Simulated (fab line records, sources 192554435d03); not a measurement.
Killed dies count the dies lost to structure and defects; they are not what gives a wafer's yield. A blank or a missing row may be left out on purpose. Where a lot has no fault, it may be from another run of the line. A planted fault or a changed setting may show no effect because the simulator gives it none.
fab line records + flow n5_finfet
record:
- lots: 12
- wafers: 36
- last_day: 17
route steps=1938 shown BEOL_M8@1379 BEOL_M15@1817 PASSIVATION@1936
lots that met no fault: from a run of the same line without faults
start_h: hours from the record's opening day to when the first of the lot's shown wafers began + wait_h: time in hours since the lot's previous step + " repeats the value in the row above + L1.1+2: a single row standing in for several wafers + - value missing, or start not given + * or withheld: withheld + < > ~ a bound
route shown NAME@n: names a module that has steps shown in the file, with the first one's number in the route + usual: the fault-free wafers' mean and standard deviation + same: alike in all rows + chamber/n: place in a boat + sites: readings site by site + _std_site: the standard deviation of these + _edge_site: inner sites' mean taken away from outer sites' mean + radius_mm: for every site, how far away it sits from the centre of the wafer + mask NAME#n: copy n + behind: tool/chamber where the wafer was last shaped + hold: what put the lot on hold/how long, in hours/how the hold closed + device: the n, p or np transistor that did not switch + end of line: at the end of the route, the tests of the same wafers + step lacking rows: just its recipe + killed: count of dies lost to structure and defects at first sort (not the wafer's yield) + map: a wafer's dies, marking killed ones x, the rest . and places with no die _
set.NAME: the setting that was run; set.NAME@STEP: the one run at that earlier step + model.NAME: the simulator's own value behind a step, which no gauge read
one table for each step of the route and one row for each wafer, over a sample of lots
services: from which hour (start_h, from the record's first day; less than 0 if before it) a tool's chamber was out of use, for how many hours, and why
== steps ==
step: N5_BEOL_M8_STRIP_80
recipe:
- chemistry: N2/H2
- time_s: 10
- power_w: 450
- temp_c: 40
- pressure_mtorr: 20
- rf_frequency_hz: 6e+07
- bias_power_w: 7
- n2_flow_sccm: 200
- h2_flow_sccm: 200
usual:
- drypump_motor_current_A: 5.59/0.28
- oes_product_au: 0.80/0.081
- rf_vpp_V: 59.0/0.81
- showerhead_plenum_p_Torr: 2.50/0.065
- throttle_valve_pct: 23.7/0.47
| lot.wafer | tool        | chamber | start_h | wait_h | drypump_motor_current_A | oes_product_au | rf_hours_counter_h | rf_vpp_V | showerhead_plenum_p_Torr | throttle_valve_pct |
|-----------|-------------|---------|---------|--------|-------------------------|----------------|--------------------|----------|--------------------------|--------------------|
| L606.3    | rie_diel-03 | 0       | 193.11  | -      | 5.07                    | 0.69           | 244                | 59.6     | 2.61                     | 23.5               |
| L606.4    | "           | 3       | "       | "      | 5.93                    | 0.73           | 171                | 59.7     | 2.52                     | 23.6               |
| L606.5    | "           | 2       | "       | "      | 5.70                    | 0.89           | -                  | 58.8     | 2.56                     | 23.2               |
| L607.1    | rie_diel-02 | 2       | 203.23  | -      | 5.69                    | 0.70           | 224                | 60.1     | 2.50                     | 24.2               |
| L607.2    | "           | 1       | "       | "      | 5.23                    | 0.74           | 141                | 59.3     | 2.44                     | 24.2               |
| L607.3    | "           | 0       | "       | "      | 5.69                    | 0.70           | 222                | 58.0     | 2.44                     | 24.5               |
| L608.2    | rie_diel-02 | 0       | 211.23  | -      | 5.69                    | 0.70           | 225                | 59.9     | 2.44                     | 24.4               |
| L608.3    | "           | 3       | "       | "      | 5.78                    | 0.91           | 22                 | 59.4     | 2.51                     | 24.1               |
| L608.6    | "           | 3       | "       | "      | 5.71                    | 0.92           | -                  | 58.5     | 2.51                     | 24.1               |
| L609.1    | rie_diel-03 | 2       | 212.42  | -      | 5.72                    | 0.89           | 59                 | 59.9     | 2.55                     | 23.2               |
| L609.3    | "           | 3       | "       | "      | 5.93                    | 0.73           | 178                | 59.4     | 2.52                     | 23.6               |
| L609.6    | "           | 3       | "       | "      | 5.94                    | 0.73           | -                  | 57.7     | 2.52                     | 23.6               |
| L610.1    | rie_diel-02 | 1       | 216.00  | -      | 5.18                    | 0.74           | 144                | 58.0     | 2.44                     | 24.2               |
| L610.5    | "           | 2       | "       | "      | 5.68                    | 0.69           | -                  | 60.1     | 2.50                     | 24.2               |
| L610.6    | "           | 3       | "       | "      | 5.75                    | 0.92           | -                  | 60.3     | 2.51                     | 24.1               |
| L611.3    | rie_diel-02 | 1       | 220.84  | -      | 5.23                    | 0.74           | 146                | 60.2     | 2.44                     | 24.2               |
| L611.4    | "           | 2       | "       | "      | 5.73                    | 0.69           | 231                | 60.2     | 2.50                     | 24.2               |
| L611.5    | "           | 3       | "       | "      | 5.77                    | 0.91           | -                  | 58.4     | 2.51                     | 24.1               |
| L612.2    | rie_diel-03 | 2       | 224.45  | -      | 5.71                    | 0.88           | 65                 | 59.2     | 2.55                     | 23.3               |
| L612.4    | "           | 3       | "       | "      | 5.91                    | 0.73           | -                  | 59.6     | 2.52                     | 23.6               |
| L612.6    | "           | 2       | "       | "      | 5.71                    | 0.87           | -                  | 59.1     | 2.55                     | 23.3               |
| L619.1    | rie_diel-02 | 1       | 282.33  | -      | 5.22                    | 0.73           | 167                | 58.7     | 2.43                     | 24.2               |
| L619.2    | "           | 0       | "       | "      | 5.71                    | 0.68           | 249                | 60.2     | 2.43                     | 24.5               |
| L619.3    | "           | 3       | "       | "      | 5.75                    | 0.88           | 49                 | 59.9     | 2.50                     | 24.1               |
| L625.3    | rie_diel-03 | 0       | 319.67  | -      | 5.09                    | 0.87           | 29                 | 60.1     | 2.60                     | 23.1               |
| L625.5    | "           | 3       | "       | "      | 5.88                    | 0.72           | -                  | 58.5     | 2.50                     | 23.6               |
| L625.6    | "           | 0       | "       | "      | 5.08                    | 0.88           | -                  | 59.4     | 2.60                     | 23.1               |
| L627.1    | rie_diel-03 | 0       | 324.86  | -      | 5.10                    | 0.87           | 31                 | 58.6     | 2.60                     | 23.1               |
| L627.2    | "           | 1       | "       | "      | 5.23                    | 0.75           | 169                | 59.4     | 2.40                     | 23.2               |
| L627.4    | "           | 3       | "       | "      | 5.91                    | 0.70           | 218                | 59.4     | 2.50                     | 23.6               |
| L629.2    | rie_diel-06 | 3       | 333.59  | -      | 5.95                    | 0.91           | 9                  | 59.3     | 2.70                     | 23.2               |
| L629.5    | "           | 2       | "       | "      | 5.54                    | 0.79           | -                  | 57.4     | 2.57                     | 24.3               |
| L629.6    | "           | 3       | "       | "      | 5.94                    | 0.90           | -                  | 60.6     | 2.70                     | 23.2               |
| L628.1    | rie_diel-03 | 2       | 333.64  | -      | 5.71                    | 0.83           | 98                 | 59.2     | 2.54                     | 23.3               |
| L628.5    | "           | 1       | "       | "      | 5.25                    | 0.74           | -                  | 57.9     | 2.39                     | 23.2               |
| L628.6    | "           | 2       | "       | "      | 5.71                    | 0.83           | -                  | 59.3     | 2.54                     | 23.3               |
step: N5_BEOL_M15_DEGAS_41
recipe:
- ambient: vacuum
- temp_c: 300
- time_s: 60
usual:
- heater_power_w: 465/24
- susceptor_temp_C: 300.01/0.19
| lot.wafer | tool           | chamber | start_h | wait_h | heater_power_w | susceptor_temp_C |
|-----------|----------------|---------|---------|--------|----------------|------------------|
| L606.3    | pvd_sputter-03 | -       | 246.78  | 0.3    | 500            | 299.79           |
| L606.4    | "              | -       | "       | "      | 460            | 300.02           |
| L606.5    | "              | -       | "       | "      | 502            | 299.97           |
| L607.1    | pvd_sputter-03 | -       | 259.23  | 0.2    | 442            | 300.26           |
| L607.2    | "              | -       | "       | "      | 463            | 299.99           |
| L607.3    | "              | -       | "       | "      | 477            | 299.86           |
| L608.2    | pvd_sputter-02 | -       | 262.58  | 0.3    | 480            | 299.90           |
| L608.3    | "              | -       | "       | "      | 472            | 299.98           |
| L608.6    | "              | -       | "       | "      | 460            | 300.04           |
| L609.1    | pvd_sputter-01 | -       | 265.01  | 0.6    | 452            | 300.04           |
| L609.3    | "              | -       | "       | "      | 476            | 299.79           |
| L609.6    | "              | -       | "       | "      | 473            | 300.01           |
| L610.1    | pvd_sputter-03 | -       | 270.54  | 0.2    | 444            | 300.35           |
| L610.5    | "              | -       | "       | "      | 481            | 299.91           |
| L610.6    | "              | -       | "       | "      | 495            | 300.17           |
| L611.3    | pvd_sputter-02 | -       | 275.91  | 0.3    | 484            | 299.79           |
| L611.4    | "              | -       | "       | "      | 414            | 300.28           |
| L611.5    | "              | -       | "       | "      | 489            | 300.19           |
| L612.2    | pvd_sputter-02 | -       | 283.04  | 0.3    | 484            | 299.93           |
| L612.4    | "              | -       | "       | "      | 461            | 299.94           |
| L612.6    | "              | -       | "       | "      | 430            | 300.28           |
| L619.1    | pvd_sputter-03 | -       | 330.49  | 0.2    | 464            | 300.14           |
| L619.2    | "              | -       | "       | "      | 499            | 299.89           |
| L619.3    | "              | -       | "       | "      | 453            | 299.80           |
| L625.3    | pvd_sputter-01 | -       | 369.04  | 0.2    | 433            | 299.95           |
| L625.5    | "              | -       | "       | "      | 459            | 300.04           |
| L625.6    | "              | -       | "       | "      | 477            | 300.11           |
| L627.1    | pvd_sputter-03 | -       | 376.23  | 0.2    | 435            | 299.93           |
| L627.2    | "              | -       | "       | "      | 488            | 300.09           |
| L627.4    | "              | -       | "       | "      | 474            | 299.96           |
| L628.1    | pvd_sputter-03 | -       | 387.58  | 0.2    | 444            | 300.00           |
| L628.5    | "              | -       | "       | "      | 485            | 300.04           |
| L628.6    | "              | -       | "       | "      | 502            | 300.18           |
| L629.2    | pvd_sputter-02 | -       | 390.88  | 0.5    | 451            | 299.60           |
| L629.5    | "              | -       | "       | "      | 461            | 300.04           |
| L629.6    | "              | -       | "       | "      | 488            | 299.91           |
step: N5_BEOL_M15_SPUTTER_43
recipe:
- material: TaN
- target_thk_a: 150
- temp_c: 50
- bias_v: 168.6
- power_w: 15000
- chamber_pressure_pa: 0.12
- time_s: 24.19
usual:
- susceptor_temp_C: 49.99/0.1
- throttle_valve_pct: 29.9/0.76
| lot.wafer | tool           | chamber | start_h | wait_h | susceptor_temp_C | throttle_valve_pct |
|-----------|----------------|---------|---------|--------|------------------|--------------------|
| L606.3    | pvd_sputter-03 | -       | 246.86  | 0.0    | 49.99            | 31.1               |
| L606.4    | "              | -       | "       | "      | 50.04            | 30.3               |
| L606.5    | "              | -       | "       | "      | 50.02            | 31.1               |
| L607.1    | pvd_sputter-03 | -       | 259.31  | 0.0    | 49.92            | 29.5               |
| L607.2    | "              | -       | "       | "      | 49.86            | 30.6               |
| L607.3    | "              | -       | "       | "      | 50.06            | 30.5               |
| L608.2    | pvd_sputter-02 | -       | 262.66  | 0.0    | 50.01            | 28.5               |
| L608.3    | "              | -       | "       | "      | 49.90            | 30.6               |
| L608.6    | "              | -       | "       | "      | 50.07            | 30.5               |
| L609.1    | pvd_sputter-01 | -       | 265.09  | 0.0    | 49.91            | 29.0               |
| L609.3    | "              | -       | "       | "      | 49.91            | 29.7               |
| L609.6    | "              | -       | "       | "      | 50.10            | 29.6               |
| L610.1    | pvd_sputter-03 | -       | 270.62  | 0.0    | 49.98            | 29.5               |
| L610.5    | "              | -       | "       | "      | 50.09            | 29.9               |
| L610.6    | "              | -       | "       | "      | 50.23            | 31.0               |
| L611.3    | pvd_sputter-02 | -       | 275.99  | 0.0    | 50.08            | 30.5               |
| L611.4    | "              | -       | "       | "      | 49.93            | 30.0               |
| L611.5    | "              | -       | "       | "      | 49.88            | 28.6               |
| L612.2    | pvd_sputter-02 | -       | 283.12  | 0.0    | 49.95            | 28.8               |
| L612.4    | "              | -       | "       | "      | 50.05            | 29.7               |
| L612.6    | "              | -       | "       | "      | 49.98            | 29.8               |
| L619.1    | pvd_sputter-03 | -       | 330.57  | 0.0    | 50.01            | 30.4               |
| L619.2    | "              | -       | "       | "      | 49.92            | 31.1               |
| L619.3    | "              | -       | "       | "      | 50.01            | 30.4               |
| L625.3    | pvd_sputter-01 | -       | 369.12  | 0.0    | 50.14            | 28.7               |
| L625.5    | "              | -       | "       | "      | 50.04            | 29.7               |
| L625.6    | "              | -       | "       | "      | 50.04            | 29.7               |
| L627.1    | pvd_sputter-03 | -       | 376.31  | 0.0    | 49.99            | 29.5               |
| L627.2    | "              | -       | "       | "      | 49.92            | 31.0               |
| L627.4    | "              | -       | "       | "      | 49.94            | 30.2               |
| L628.1    | pvd_sputter-03 | -       | 387.66  | 0.0    | 50.05            | 29.7               |
| L628.5    | "              | -       | "       | "      | 49.93            | 30.1               |
| L628.6    | "              | -       | "       | "      | 49.94            | 31.0               |
| L629.2    | pvd_sputter-02 | -       | 390.96  | 0.0    | 49.90            | 29.5               |
| L629.5    | "              | -       | "       | "      | 50.06            | 30.6               |
| L629.6    | "              | -       | "       | "      | 49.98            | 28.6               |
step: N5_PASSIVATION_PROBE_49
usual:
- defect_limited_yield: 91.4/1.4
- killed_at_M0_to_M3: 34/8.9
- killed_at_M4_up: 13/4.6
- killed_at_contacts: 12/5.5
- killed_at_front_end: 41/11
- killed_at_other: 3.1/2.9
- killed_dies: 102/16
- killed_on_rim: 13/4.2
- killed_open: 66/11
- killed_short: 34/7.6
- sort_bin_5_function: 5.1/0.89
- sort_bin_6_memory: 3.2/0.61
- sort_bin_8_speed: 0.02/0.12
- sort_n_pass: 1078/16
same:
- gross_dies: 1180
- killed_at_back_side: 0
- sort_bin_4_leakage[%]: 0
| lot.wafer | tool      | chamber | start_h | wait_h | defect_limited_yield[%] | killed_at_M0_to_M3 | killed_at_M4_up | killed_at_contacts | killed_at_front_end | killed_at_other | killed_dies | killed_on_rim | killed_open | killed_short | sort_bin_5_function[%] | sort_bin_6_memory[%] | sort_bin_8_speed[%] | sort_n_pass |
|-----------|-----------|---------|---------|--------|-------------------------|--------------------|-----------------|--------------------|---------------------|-----------------|-------------|---------------|-------------|--------------|------------------------|----------------------|---------------------|-------------|
| L609.1    | prober-02 | -       | 281.26  | 0.0    | 90.1                    | 30                 | 11              | 13                 | 63                  | 0               | 117         | 12            | 81          | 34           | 5.2                    | 4.2                  | 0                   | 1063        |
| L609.3    | prober-02 | -       | 281.36  | 0.1    | 91.4                    | 20                 | 9               | 11                 | 59                  | 2               | 101         | 14            | 64          | 37           | 4.8                    | 3.3                  | 0                   | 1079        |
| L609.6    | prober-02 | -       | 281.51  | 0.3    | 89.7                    | 27                 | 27              | 12                 | 53                  | 3               | 122         | 15            | 79          | 34           | 6.4                    | 3.1                  | 0                   | 1058        |
| L619.1    | prober-02 | -       | 346.22  | 0.0    | 92.3                    | 35                 | 11              | 9                  | 32                  | 4               | 91          | 11            | 60          | 29           | 5.4                    | 1.9                  | 0.17                | 1089        |
| L619.2    | prober-02 | -       | 346.27  | 0.1    | 92.4                    | 21                 | 10              | 7                  | 51                  | 1               | 90          | 13            | 64          | 25           | 4.4                    | 3.1                  | 0                   | 1090        |
| L619.3    | prober-02 | -       | 346.32  | 0.1    | 83.7                    | 58                 | 105             | 5                  | 20                  | 4               | 192         | 28            | 60          | 36           | 10.3                   | 3.6                  | 0                   | 988         |
killed by level:class
L609.1 STI_FIN_REVEAL:geometric_particle:open=17 MOL_CONTACT_COAG:geometric_particle:open=10 BEOL_M1:geometric_particle:open=9 FIN_SAQP:geometric_particle:open=7 DUMMY_GATE:geometric_particle:open=7 BEOL_M0_SAQP:geometric_particle:short=7 GATE_CUT:geometric_particle:open=6 BEOL_M4:geometric_particle:open=6
L609.3 FIN_SAQP:geometric_particle:open=18 FIN_SAQP:geometric_particle:short=12 MOL_CONTACT_COAG:geometric_particle:open=8 STI_FIN_REVEAL:geometric_particle:open=6 DUMMY_GATE:geometric_particle:open=6 STARTING-WAFER:geometric_particle:short=6 BEOL_M3:geometric_particle:open=5 BEOL_M1:geometric_particle:open=4
L609.6 MOL_CONTACT_COAG:geometric_particle:open=11 BEOL_M4:geometric_particle:open=11 FIN_SAQP:geometric_particle:short=8 BEOL_M1:geometric_particle:open=8 HKMG_FIN:area_etch=8 STI_FIN_REVEAL:geometric_particle:open=7 BEOL_M5:geometric_particle:open=7 DUMMY_GATE:geometric_particle:open=6
L619.1 FIN_SAQP:geometric_particle:open=9 BEOL_M1:geometric_particle:open=8 FIN_SAQP:geometric_particle:short=7 BEOL_M2:geometric_particle:open=7 STI_FIN_REVEAL:geometric_particle:open=7 BEOL_M0_SAQP:geometric_particle:short=7 MOL_CONTACT_COAG:geometric_particle:open=6 BEOL_M0_SAQP:geometric_particle:open=5
L619.2 FIN_SAQP:geometric_particle:open=20 FIN_SAQP:geometric_particle:short=8 BEOL_M0_SAQP:geometric_particle:open=7 DUMMY_GATE:geometric_particle:open=6 MOL_CONTACT_COAG:geometric_particle:open=6 BEOL_M0_SAQP:geometric_particle:short=6 BEOL_M3:geometric_particle:open=6 STARTING-WAFER:geometric_particle:short=4
L619.3 BEOL_M8:unspecified=93 BEOL_M0_SAQP:geometric_particle:open=18 BEOL_M0_SAQP:geometric_particle:short=14 BEOL_M1:geometric_particle:open=6 BEOL_M2:geometric_particle:open=6 STI_FIN_REVEAL:geometric_particle:open=5 BEOL_M3:geometric_particle:open=5 BEOL_M1:geometric_particle:short=4
== services ==
| tool           | chamber | start_h | hours | kind                          |
|----------------|---------|---------|-------|-------------------------------|
| rie_diel-06    | -       | 174.34  | 14.6  | pm                            |
| rie_diel-02    | -       | 198.01  | 0.6   | repair                        |
| rie_diel-02    | 1       | 204.08  | 6.8   | repair                        |
| rie_diel-03    | 0       | 211.06  | -     | clean                         |
| rie_diel-03    | 0       | 211.06  | -     | consumable_replace:focus_ring |
| rie_diel-03    | 0       | 211.06  | 26.7  | scheduled_down                |
| rie_diel-03    | 0       | 211.06  | 26.7  | vent_cycle                    |
| rie_diel-02    | -       | 223.96  | 2.3   | repair                        |
| rie_diel-03    | 2       | 228.06  | 8.4   | repair                        |
| rie_diel-06    | 2       | 235.93  | 8.0   | repair                        |
| rie_diel-02    | 0       | 246.25  | 4.4   | repair                        |
| rie_diel-06    | 3       | 253.06  | 2.6   | repair                        |
| rie_diel-02    | 2       | 277.61  | -     | clean                         |
| rie_diel-02    | 2       | 277.61  | -     | consumable_replace:focus_ring |
| rie_diel-02    | 2       | 277.61  | 20.2  | scheduled_down                |
| rie_diel-02    | 2       | 277.61  | 20.2  | vent_cycle                    |
| rie_diel-02    | 0       | 300.60  | -     | clean                         |
| rie_diel-03    | -       | 308.90  | 0.2   | repair                        |
| rie_diel-06    | 3       | 322.17  | 1.7   | repair                        |
| rie_diel-03    | 2       | 339.80  | 2.8   | repair                        |
| pvd_sputter-01 | -       | 366.77  | 2.1   | repair                        |
| pvd_sputter-03 | -       | 381.22  | 0.7   | repair                        |
| rie_diel-02    | 0       | 382.58  | 4.9   | repair                        |
| rie_diel-02    | 3       | 385.28  | 2.2   | repair                        |
== key ==
first_sign:
- step: N5_PASSIVATION_PROBE_49
- reading: killed_at_M4_up
- direction: up
- sigmas: 20
- usual: 13
- struck: 105
effect:
- step: N5_PASSIVATION_PROBE_49
- reading: killed_dies
- direction: up
- sigmas: 5.6
- usual: 102
- struck: 192
more_kills_born_at:
- N5_BEOL_M8_STRIP_80@rie_diel-02: 93
met_at N5_BEOL_M8_STRIP_80
struck_lots L619
struck_wafers L619.3
not_acting_at N5_BEOL_M15_DEGAS_41,N5_BEOL_M15_SPUTTER_43
onset_between 220.84 282.33
fault:
- kind: chamber_particle_source
- tool: rie_diel-02
- chamber: 3
- onset_h: 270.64
- steps: N5_BEOL_M8_STRIP_80
- rate_per_visit_cm2: 1.4362
- end_h: 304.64
